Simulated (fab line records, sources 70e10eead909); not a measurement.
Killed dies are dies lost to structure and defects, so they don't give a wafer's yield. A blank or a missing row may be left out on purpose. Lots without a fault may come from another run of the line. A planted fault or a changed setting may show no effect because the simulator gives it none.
Which tool did it? | flow nand_harc | 24 lots, 72 wafers sampled, at 6 steps of a route of 1159

WHAT THE GAUGES READ, wafer by wafer
NHARC_A_SLIT_CD_MEAS_21. Usual: cd_nm 289.5 nm, standard deviation 0.81.
lot  | measured     | on        | cd_nm (nm)        | flag
L075 | day 14 13:20 | cd_sem-03 | 289.3 290.9 290.2 |
L074 | day 14 15:05 | cd_sem-01 | 290.1 289.7 290.5 |
L076 | day 15 05:21 | cd_sem-03 | 291.0 289.5 289.2 |
L077 | day 15 06:50 | cd_sem-02 | 289.4 290.1 290.8 |
L078 | day 15 05:06 | cd_sem-03 | 289.0 289.8 289.6 |
L080 | day 15 11:47 | cd_sem-02 | 289.1 288.3 288.1 |
L079 | day 15 11:55 | cd_sem-03 | 290.2 291.3 289.0 |
L083 | day 16 00:43 | cd_sem-03 | 290.1 289.8 289.5 |
L082 | day 16 00:14 | cd_sem-01 | 289.8 289.9 290.9 |
L081 | day 16 15:50 | cd_sem-01 | 289.7 288.9 289.4 |
L084 | day 16 23:14 | cd_sem-02 | 289.6 288.5 288.8 |
L085 | day 16 23:00 | cd_sem-03 | 290.3 288.8 289.6 |
L087 | day 17 13:25 | cd_sem-02 | 289.4 288.0 287.4 |
L086 | day 17 14:01 | cd_sem-01 | 289.8 290.1 288.4 |
L088 | day 17 21:33 | cd_sem-01 | 290.1 290.1 290.7 |
L089 | day 17 22:35 | cd_sem-02 | 291.2 291.3 289.8 |
L090 | day 18 13:21 | cd_sem-02 | 289.8 288.5 288.6 |
L093 | day 18 16:47 | cd_sem-01 | 289.5 289.3 289.6 |
L092 | day 18 17:27 | cd_sem-02 | 289.6 290.8 290.2 |
L091 | day 18 15:01 | cd_sem-02 | 289.4 289.0 290.0 |
L094 | day 19 00:58 | cd_sem-03 | 289.1 289.3 289.4 |
L095 | day 19 01:32 | cd_sem-01 | 289.7 289.4 290.1 |
L097 | day 19 21:38 | cd_sem-02 | 288.9 290.9 288.9 |
L096 | day 20 07:40 | cd_sem-03 | 289.1 288.9 289.7 |

NHARC_A_CONTACT_CD_MEAS_42: target cd 200 nm. Usual: cd_nm 200.2 nm, standard deviation 0.51.
lot  | measured     | on        | cd_nm (nm)        | flag
L075 | day 16 07:58 | cd_sem-02 | 199.9 200.3 200.2 |
L074 | day 16 10:08 | cd_sem-03 | 199.3 199.9 200.1 |
L076 | day 17 02:52 | cd_sem-02 | 200.2 201.0 200.6 |
L077 | day 16 21:50 | cd_sem-03 | 200.0 200.5 200.7 |
L078 | day 16 22:04 | cd_sem-03 | 199.5 199.8 199.9 |
L080 | day 17 09:59 | cd_sem-03 | 200.2 200.5 200.6 |
L079 | day 17 15:23 | cd_sem-02 | 199.7 199.5 200.3 |
L083 | day 17 21:46 | cd_sem-01 | 200.7 199.9 200.7 |
L082 | day 18 03:29 | cd_sem-01 | 200.2 200.5 200.0 |
L081 | day 18 16:55 | cd_sem-02 | 200.9 199.5 200.0 |
L084 | day 19 00:30 | cd_sem-03 | 200.0 199.9 200.5 |
L085 | day 18 15:50 | cd_sem-02 | 199.6 199.7 200.5 |
L087 | day 19 06:40 | cd_sem-02 | 200.5 200.1 200.2 |
L086 | day 19 09:08 | cd_sem-02 | 200.3 199.4 200.0 |
L088 | day 20 00:11 | cd_sem-02 | 200.9 200.2 200.5 |
L089 | day 19 17:41 | cd_sem-02 | 200.1 199.9 200.4 |
L090 | day 20 05:25 | cd_sem-01 | 200.9 200.8 200.3 |
L093 | day 20 10:50 | cd_sem-03 | 199.7 201.1 199.9 |
L092 | day 20 15:16 | cd_sem-02 | 199.9 199.5 200.4 |
L091 | day 20 06:05 | cd_sem-03 | 201.0 200.4 201.2 |
L094 | day 20 22:55 | cd_sem-02 | 199.8 199.8 200.1 |
L095 | day 20 20:43 | cd_sem-02 | 199.7 200.0 199.5 |
L097 | day 21 15:42 | cd_sem-01 | 199.8 200.9 200.6 |
L096 | day 21 21:52 | cd_sem-01 | 200.3 199.7 199.4 |

WHICH TOOL RAN EACH LOT (tool, then ch and the chambers of the sampled wafers, then the start)
lot  | NHARC_A_SGD_CUT_ETCH_58            | NHARC_A_SLIT_DEP_25             | NHARC_A_SLIT_ETCH_17             | NHARC_A_WL_FILL_ETCHBACK_16
L075 | rie_diel-05 ch 0,1, day 13 23:14   | pecvd-02 ch 0,1,2, day 14 05:50 | har_etch-02 ch 0,1, day 14 10:41 | rie_diel-09 ch 1,2,3, day 16 07:58 or earlier
L074 | rie_diel-13 ch 1,2, day 14 00:01   | pecvd-02 ch 1,2, day 14 06:02   | har_etch-02 ch 0,1, day 14 12:23 | rie_diel-10 ch 0,1,3, day 16 10:08 or earlier
L076 | rie_diel-13 ch 0,2,3, day 14 14:13 | pecvd-04 ch 0,1,2, day 14 22:36 | har_etch-01 ch 0,1, day 15 02:59 | rie_diel-09 ch 0,3, day 17 02:52 or earlier
L077 | rie_diel-01 ch 0,1,3, day 14 14:25 | pecvd-03 ch 0,2, day 14 22:40   | har_etch-02 ch 0,1, day 15 04:38 | rie_diel-11 ch 0,1,3, day 16 21:50 or earlier
L078 | rie_diel-05 ch 1,3, day 14 14:59   | pecvd-04 ch 1,2, day 14 22:20   | har_etch-02 ch 0,1, day 15 02:26 | rie_diel-10 ch 0,1,3, day 16 22:04 or earlier
L080 | rie_diel-01 ch 1,3, day 14 21:36   | pecvd-04 ch 1,2, day 15 05:08   | har_etch-02 ch 0,1, day 15 09:07 | rie_diel-09 ch 1,2, day 17 09:59 or earlier
L079 | rie_diel-05 ch 0,1, day 14 21:44   | pecvd-03 ch 0,1, day 15 05:16   | har_etch-01 ch 0,1, day 15 10:01 | rie_diel-09 ch 2,3, day 17 15:23 or earlier
L083 | rie_diel-01 ch 0,1,3, day 15 11:01 | pecvd-03 ch 0,1,2, day 15 17:19 | har_etch-01 ch 0,1, day 15 22:05 | rie_diel-09 ch 0,1, day 17 21:46 or earlier
L082 | rie_diel-13 ch 0,1,2, day 15 11:10 | pecvd-04 ch 0,2, day 15 17:10   | har_etch-02 ch 0,1, day 15 21:37 | rie_diel-09 ch 0,3, day 18 03:29 or earlier
L081 | rie_diel-01 ch 0,3, day 15 22:34   | pecvd-03 ch 1,2, day 16 06:46   | har_etch-02 ch 0,1, day 16 13:12 | rie_diel-11 ch 0,2, day 18 16:55 or earlier
L084 | rie_diel-13 ch 0,1,3, day 16 10:17 | pecvd-03 ch 0,2, day 16 16:29   | har_etch-01 ch 0,1, day 16 20:50 | rie_diel-11 ch 2,3, day 19 00:30 or earlier
L085 | rie_diel-05 ch 0,3, day 16 10:50   | pecvd-02 ch 0,2, day 16 16:29   | har_etch-02 ch 0,1, day 16 20:35 | rie_diel-10 ch 0,3, day 18 15:50 or earlier
L087 | rie_diel-05 ch 0,1,2, day 16 19:58 | pecvd-02 ch 1,2, day 17 04:32   | har_etch-02 ch 0,1, day 17 10:46 | rie_diel-10 ch 1,2,3, day 19 06:40 or earlier
L086 | rie_diel-01 ch 0,1,3, day 16 20:23 | pecvd-03 ch 1,2, day 17 04:30   | har_etch-01 ch 0,1, day 17 11:23 | rie_diel-11 ch 0,1,3, day 19 09:08 or earlier
L088 | rie_diel-13 ch 0,2, day 17 05:41   | pecvd-04 ch 0,1,2, day 17 14:25 | har_etch-02 ch 1, day 17 19:10   | rie_diel-11 ch 0,2,3, day 20 00:11 or earlier
L089 | rie_diel-05 ch 0,1, day 17 07:13   | pecvd-03 ch 0,1,2, day 17 14:29 | har_etch-01 ch 0,1, day 17 20:41 | rie_diel-10 ch 0,3, day 19 17:41 or earlier
L090 | rie_diel-13 ch 1,2,3, day 18 00:25 | pecvd-03 ch 0,1,2, day 18 06:44 | har_etch-01 ch 0,1, day 18 10:58 | rie_diel-09 ch 0,1,3, day 20 05:25 or earlier
L093 | rie_diel-05 ch 0,2,3, day 18 00:40 | pecvd-03 ch 0,1,2, day 18 06:58 | har_etch-01 ch 0,1, day 18 14:04 | rie_diel-10 ch 0,1,3, day 20 10:50 or earlier
L092 | rie_diel-13 ch 0,1, day 18 00:54   | pecvd-02 ch 0,1,2, day 18 07:01 | har_etch-02 ch 0,1, day 18 14:49 | rie_diel-11 ch 1,3, day 20 15:16 or earlier
L091 | rie_diel-05 ch 0,1,2, day 18 02:23 | pecvd-02 ch 0,1, day 18 06:44   | har_etch-01 ch 0,1, day 18 12:38 | rie_diel-10 ch 0,2,3, day 20 06:05 or earlier
L094 | rie_diel-13 ch 0,1,3, day 18 11:47 | pecvd-04 ch 0,1,2, day 18 18:04 | har_etch-01 ch 0,1, day 18 22:49 | rie_diel-11 ch 0,1,2, day 20 22:55 or earlier
L095 | rie_diel-01 ch 0,1,3, day 18 12:25 | pecvd-03 ch 0,2, day 18 18:11   | har_etch-02 ch 0,1, day 18 23:38 | rie_diel-10 ch 2,3, day 20 20:43 or earlier
L097 | rie_diel-05 ch 0,2,3, day 19 06:51 | pecvd-03 ch 1,2, day 19 14:04   | har_etch-01 ch 0,1, day 19 19:02 | rie_diel-11 ch 1,2,3, day 21 15:42 or earlier
L096 | rie_diel-01 ch 0,1,2, day 19 17:02 | pecvd-03 ch 1,2, day 20 00:59   | har_etch-02 ch 0, day 20 05:17   | rie_diel-11 ch 0,2,3, day 21 21:52 or earlier
- NHARC_A_SGD_CUT_ETCH_58: etches the open film in CF4, target depth 39 nm, time 65 s.
- NHARC_A_SLIT_DEP_25: deposits SiO2, target thk 200 nm.
- NHARC_A_SLIT_ETCH_17: etches the open film in C4F8/O2/Ar, time 1687.5 s, target depth 10100 nm.
- NHARC_A_WL_FILL_ETCHBACK_16: etches the open film in C4F8/O2/Ar, target depth 88 nm, time 17.6 s.

WHAT THE TOOLS THEMSELVES READ (means of the sampled wafers that have a number; where no wafer has one, the mark that the record gives instead)
NHARC_A_SGD_CUT_ETCH_58. Usual: drypump_motor_current_A 5.8 A, standard deviation 0.54; oes_product_au 0.997 a.u., standard deviation 0.012; rf_vpp_V 151.0 V, standard deviation 1.2; showerhead_plenum_p_Torr 1.74 Torr, standard deviation 0.066; throttle_valve_pct 13.285 %, standard deviation 0.0091.
lot  | tool        | drypump_motor_current_A (A) | oes_product_au (a.u.) | rf_vpp_V (V) | showerhead_plenum_p_Torr (Torr) | throttle_valve_pct (%) | flag
L075 | rie_diel-05 | 6.4                         | 0.977                 | 152.4        | 1.80                            | 13.297                 |
L074 | rie_diel-13 | 5.0                         | 0.995                 | 150.3        | 1.76                            | 13.288                 |
L076 | rie_diel-13 | 5.6                         | 1.002                 | 150.6        | 1.74                            | 13.289                 |
L077 | rie_diel-01 | 5.9                         | 1.011                 | 150.7        | 1.70                            | 13.284                 |
L078 | rie_diel-05 | 6.3                         | 0.988                 | 151.6        | 1.80                            | 13.286                 |
L080 | rie_diel-01 | 6.4                         | 0.997                 | 150.7        | 1.73                            | 13.298                 |
L079 | rie_diel-05 | 6.4                         | 0.979                 | 151.2        | 1.82                            | 13.289                 |
L083 | rie_diel-01 | 5.9                         | 1.005                 | 150.8        | 1.70                            | 13.290                 |
L082 | rie_diel-13 | 5.4                         | 0.996                 | 150.6        | 1.74                            | 13.288                 |
L081 | rie_diel-01 | 5.5                         | 1.013                 | 151.0        | 1.68                            | 13.282                 |
L084 | rie_diel-13 | 5.3                         | 0.995                 | 151.0        | 1.69                            | 13.288                 |
L085 | rie_diel-05 | 6.3                         | 0.990                 | 151.2        | 1.75                            | 13.280                 |
L087 | rie_diel-05 | 6.1                         | 0.983                 | 152.2        | 1.82                            | 13.274                 |
L086 | rie_diel-01 | 6.0                         | 1.007                 | 150.6        | 1.70                            | 13.282                 |
L088 | rie_diel-13 | 5.7                         | 1.001                 | 150.8        | 1.72                            | 13.285                 |
L089 | rie_diel-05 | 6.4                         | 0.991                 | 150.6        | 1.80                            | 13.285                 |
L090 | rie_diel-13 | 5.2                         | 0.999                 | 151.0        | 1.75                            | 13.281                 |
L093 | rie_diel-05 | 6.0                         | 0.982                 | 152.0        | 1.77                            | 13.293                 |
L092 | rie_diel-13 | 5.2                         | 0.997                 | 150.7        | 1.69                            | 13.286                 |
L091 | rie_diel-05 | 6.0                         | 0.988                 | 151.3        | 1.82                            | 13.276                 |
L094 | rie_diel-13 | 5.3                         | 0.994                 | 150.6        | 1.69                            | 13.288                 |
L095 | rie_diel-01 | 5.9                         | 1.009                 | 150.6        | 1.70                            | 13.294                 |
L097 | rie_diel-05 | 6.0                         | 0.988                 | 151.7        | 1.77                            | 13.279                 |
L096 | rie_diel-01 | 5.6                         | 1.012                 | 150.0        | 1.71                            | 13.289                 |

NHARC_A_SLIT_DEP_25. Usual: heater_power_w 556 W, standard deviation 77; throttle_valve_pct 15.9 %, standard deviation 0.49.
lot  | tool     | heater_power_w (W) | throttle_valve_pct (%) | flag
L075 | pecvd-02 | 552                | 16.0                   |
L074 | pecvd-02 | 555                | 16.3                   |
L076 | pecvd-04 | 600                | 16.1                   |
L077 | pecvd-03 | 567                | 15.8                   |
L078 | pecvd-04 | 584                | 15.8                   |
L080 | pecvd-04 | 619                | 15.9                   |
L079 | pecvd-03 | 447                | 15.8                   |
L083 | pecvd-03 | 535                | 15.7                   |
L082 | pecvd-04 | 569                | 16.1                   |
L081 | pecvd-03 | 607                | 15.2                   |
L084 | pecvd-03 | 526                | 16.2                   |
L085 | pecvd-02 | 623                | 15.8                   |
L087 | pecvd-02 | 523                | 16.1                   |
L086 | pecvd-03 | 540                | 15.5                   |
L088 | pecvd-04 | 580                | 15.9                   |
L089 | pecvd-03 | 545                | 16.0                   |
L090 | pecvd-03 | 534                | 16.0                   |
L093 | pecvd-03 | 535                | 15.7                   |
L092 | pecvd-02 | 591                | 15.9                   |
L091 | pecvd-02 | 548                | 15.7                   |
L094 | pecvd-04 | 561                | 15.9                   |
L095 | pecvd-03 | 516                | 15.8                   |
L097 | pecvd-03 | 562                | 15.6                   |
L096 | pecvd-03 | 599                | 15.5                   |

NHARC_A_SLIT_ETCH_17. Usual: c4f8_flow_sccm 83.31 sccm, standard deviation 0.25; drypump_motor_current_A 5.7 A, standard deviation 0.31; he_backside_leak_sccm 5.7 sccm, standard deviation 0.6; showerhead_plenum_p_Torr 3.72 Torr, standard deviation 0.052; throttle_valve_pct 32.047 %, standard deviation 0.0088.
lot  | tool        | c4f8_flow_sccm (sccm) | drypump_motor_current_A (A) | he_backside_leak_sccm (sccm) | showerhead_plenum_p_Torr (Torr) | throttle_valve_pct (%) | flag
L075 | har_etch-02 | 83.20                 | 5.7                         | 5.9                          | 3.69                            | 32.039                 |
L074 | har_etch-02 | 83.27                 | 5.7                         | 5.7                          | 3.69                            | 32.050                 |
L076 | har_etch-01 | 83.60                 | 5.8                         | 6.3                          | 3.79                            | 32.040                 |
L077 | har_etch-02 | 83.46                 | 5.6                         | 5.9                          | 3.69                            | 32.046                 |
L078 | har_etch-02 | 83.37                 | 5.6                         | 6.2                          | 3.69                            | 32.051                 |
L080 | har_etch-02 | 83.39                 | 5.6                         | 5.9                          | 3.69                            | 32.044                 |
L079 | har_etch-01 | 83.42                 | 5.8                         | 5.3                          | 3.79                            | 32.043                 |
L083 | har_etch-01 | 83.43                 | 5.5                         | 5.1                          | 3.79                            | 32.047                 |
L082 | har_etch-02 | 83.33                 | 5.7                         | 6.0                          | 3.68                            | 32.042                 |
L081 | har_etch-02 | 83.41                 | 5.6                         | 6.2                          | 3.68                            | 32.055                 |
L084 | har_etch-01 | 83.46                 | 5.8                         | 5.3                          | 3.78                            | 32.046                 |
L085 | har_etch-02 | 83.65                 | 5.7                         | 5.6                          | 3.67                            | 32.038                 |
L087 | har_etch-02 | 83.30                 | 5.7                         | 6.0                          | 3.67                            | 32.045                 |
L086 | har_etch-01 | 83.08                 | 5.8                         | 5.4                          | 3.78                            | 32.051                 |
L088 | har_etch-02 | 83.33                 | 5.8                         | 5.6                          | 3.67                            | 32.049                 |
L089 | har_etch-01 | 83.37                 | 5.5                         | 5.3                          | 3.77                            | 32.045                 |
L090 | har_etch-01 | 83.11                 | 5.6                         | 5.3                          | 3.77                            | 32.048                 |
L093 | har_etch-01 | 83.19                 | 5.8                         | 5.6                          | 3.77                            | 32.045                 |
L092 | har_etch-02 | 83.29                 | 5.6                         | 6.1                          | 3.67                            | 32.041                 |
L091 | har_etch-01 | 83.54                 | 5.8                         | 5.6                          | 3.77                            | 32.045                 |
L094 | har_etch-01 | 83.24                 | 5.6                         | 5.1                          | 3.77                            | 32.048                 |
L095 | har_etch-02 | 83.25                 | 5.6                         | 6.1                          | 3.67                            | 32.056                 |
L097 | har_etch-01 | 82.90                 | 5.8                         | 5.5                          | 3.77                            | 32.039                 |
L096 | har_etch-02 | 83.78                 | 5.5                         | 6.6                          | 3.66                            | 32.045                 |

NHARC_A_WL_FILL_ETCHBACK_16. Usual: oes_product_au 0.99 a.u., standard deviation 0.03; rf_vpp_V 722 V, standard deviation 3.4.
lot  | tool        | oes_product_au (a.u.) | rf_vpp_V (V) | flag
L075 | rie_diel-09 | 1.01                  | 721          |
L074 | rie_diel-10 | 1.01                  | 723          |
L076 | rie_diel-09 | 0.99                  | 718          |
L077 | rie_diel-11 | 0.92                  | 721          |
L078 | rie_diel-10 | 1.02                  | 723          |
L080 | rie_diel-09 | 1.00                  | 723          |
L079 | rie_diel-09 | 0.99                  | 722          |
L083 | rie_diel-09 | 0.92                  | 719          |
L082 | rie_diel-09 | 0.95                  | 718          |
L081 | rie_diel-11 | 1.00                  | 724          |
L084 | rie_diel-11 | 0.99                  | 726          |
L085 | rie_diel-10 | 1.01                  | 721          |
L087 | rie_diel-10 | 1.01                  | 724          |
L086 | rie_diel-11 | 1.00                  | 721          |
L088 | rie_diel-11 | 0.99                  | 724          |
L089 | rie_diel-10 | 1.01                  | 721          |
L090 | rie_diel-09 | 1.00                  | 720          |
L093 | rie_diel-10 | 1.01                  | 723          |
L092 | rie_diel-11 | 0.98                  | 721          |
L091 | rie_diel-10 | 1.00                  | 721          |
L094 | rie_diel-11 | 0.99                  | 722          |
L095 | rie_diel-10 | 1.01                  | 720          |
L097 | rie_diel-11 | 0.92                  | 722          |
L096 | rie_diel-11 | 1.00                  | 725          |

THE ANSWER, worked out from the rows above alone
Rule: a lot is off if the mean of its wafers that have a number lies more than 3 standard deviations from the usual mean. A lot without any number at a reading at which 4 lots or more have one is off too. The other lots that the step has rows for count as sound. The gauges are gone through in route order, then the tools' own readings, and for those a lot's mean is taken as printed above. The first step at which some lot is off is used, and at that step the reading that is off furthest; a lot without a number counts as furthest.
No lot is off at any reading shown: from this, nothing can be told.

WHAT THE SIMULATOR HAD PUT IN
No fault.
